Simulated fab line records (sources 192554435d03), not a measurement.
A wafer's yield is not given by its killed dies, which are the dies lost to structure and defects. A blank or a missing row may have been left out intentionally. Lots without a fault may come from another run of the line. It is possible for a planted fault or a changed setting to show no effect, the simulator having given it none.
Matching of chambers	flow n5-finfet	3 sister chambers for N5_BEOL_M9_CURE_72 on uv-cure-01
The step cures SiCOH lowk, time 120 s. 3 wafers are shown with their chamber, then 7 later ones without.

WAFERS WITH THEIR CHAMBER
wafer	chamber	wafer_temp_C_max
L077.6	0	372.1
L081.6	1	372.3
L086.3	2	371.0

WAFERS WITHOUT THEIR CHAMBER
wafer	wafer_temp_C_max
L086.5	371.2
L091.1	372.4
L091.2	372.3
L091.6	372.8
L094.1	372.1
L094.2	373.1
L094.3	372.1

THE CHAMBER EACH PASSED THROUGH
wafer	from the rows above	in truth
L086.5	can't be placed: 2 or 0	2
L091.1	can't be placed: 1 or 0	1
L091.2	can't be placed: 1 or 0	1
L091.6	can't be placed: 1 or 0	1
L094.1	can't be placed: 0 or 1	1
L094.2	can't be placed: 1 or 0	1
L094.3	can't be placed: 0 or 1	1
Correct placement for 0 of the 7. Unplaceable from these rows: 7, with the true chamber sitting among the candidates in 7. 0 placed wrongly.
How it was worked out, from the rows above alone: a wafer's distance from a chamber is the root of the sum, over the readings, of the square of ((its reading less the chamber's mean) divided by the reading's scatter). If the next closest chamber is less than 2 further off than the closest, the wafer can't be placed; otherwise it belongs to the closest. The mean given for a chamber averages the wafers shown for that chamber. The scatter: with one shown wafer a chamber, the root of the mean of the squares of how far each hidden wafer lies from its nearest shown one.
